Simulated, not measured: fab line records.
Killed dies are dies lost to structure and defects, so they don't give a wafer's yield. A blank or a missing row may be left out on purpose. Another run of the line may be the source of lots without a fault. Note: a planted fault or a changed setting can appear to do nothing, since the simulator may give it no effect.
Which tool was responsible? | flow n5Finfet | at 1 step of a route of 1938, 11 lots with 31 wafers sampled

## WHAT THE GAUGES SHOWED, per wafer
N5_BEOL_M6_INSPECT_30: inspects for defects (brightfield).
lot  | measured     | on               | rawDefectCount
L350 | day 9 01:52  | defectInspect-02 | 519 584 338
L354 | day 10 13:27 | defectInspect-02 | 246 392 268
L353 | day 10 18:54 | defectInspect-01 | 560 474 523
L355 | day 10 22:32 | defectInspect-02 | 533 593 364
L356 | day 10 22:49 | defectInspect-01 | 294 239 322
L358 | day 11 02:31 | defectInspect-02 | 402 335
L360 | day 11 10:37 | defectInspect-01 | 432 453
L367 | day 13 07:58 | defectInspect-02 | 432 548 258
L368 | day 14 02:35 | defectInspect-02 | 368 377 402
L369 | day 14 12:07 | defectInspect-02 | 324 355 298
L372 | day 14 18:35 | defectInspect-02 | 284 371 290

## WHICH TOOL RAN EACH LOT (tool, then ch and the chambers of the sampled wafers, then the start)
The record holds no process step before these readings.

## WHAT THE TOOLS THEMSELVES READ (means of the sampled wafers that have a number; where no wafer has one, the mark that the record gives instead)
The record holds no such reading with a usual standard deviation.

## THE ANSWER, worked out from the rows above alone
Rule: the lots themselves supply what counts as usual. Put in order of their means at a reading, lots are off if they are a third of the lots or fewer, leave a main group of 4 or more, and stand apart from it by a gap of 3 or more times the standard deviation of the main group's means; of several such gaps the widest counts. Not used: any main group whose means are identical at the precision the tables above print for the reading. Also off: a lot with no number at a reading for which 4 or more lots have one. All remaining lots with rows at the step are treated as sound. First the gauges in route order, then the tools' own readings, where a lot's mean is used as printed above. At the first step where some lot is off, the reading lying furthest off is the one used; lots without a number count as furthest.
No lot is off on any of the readings shown, so nothing can be concluded from this.

## WHAT THE SIMULATOR PUT IN
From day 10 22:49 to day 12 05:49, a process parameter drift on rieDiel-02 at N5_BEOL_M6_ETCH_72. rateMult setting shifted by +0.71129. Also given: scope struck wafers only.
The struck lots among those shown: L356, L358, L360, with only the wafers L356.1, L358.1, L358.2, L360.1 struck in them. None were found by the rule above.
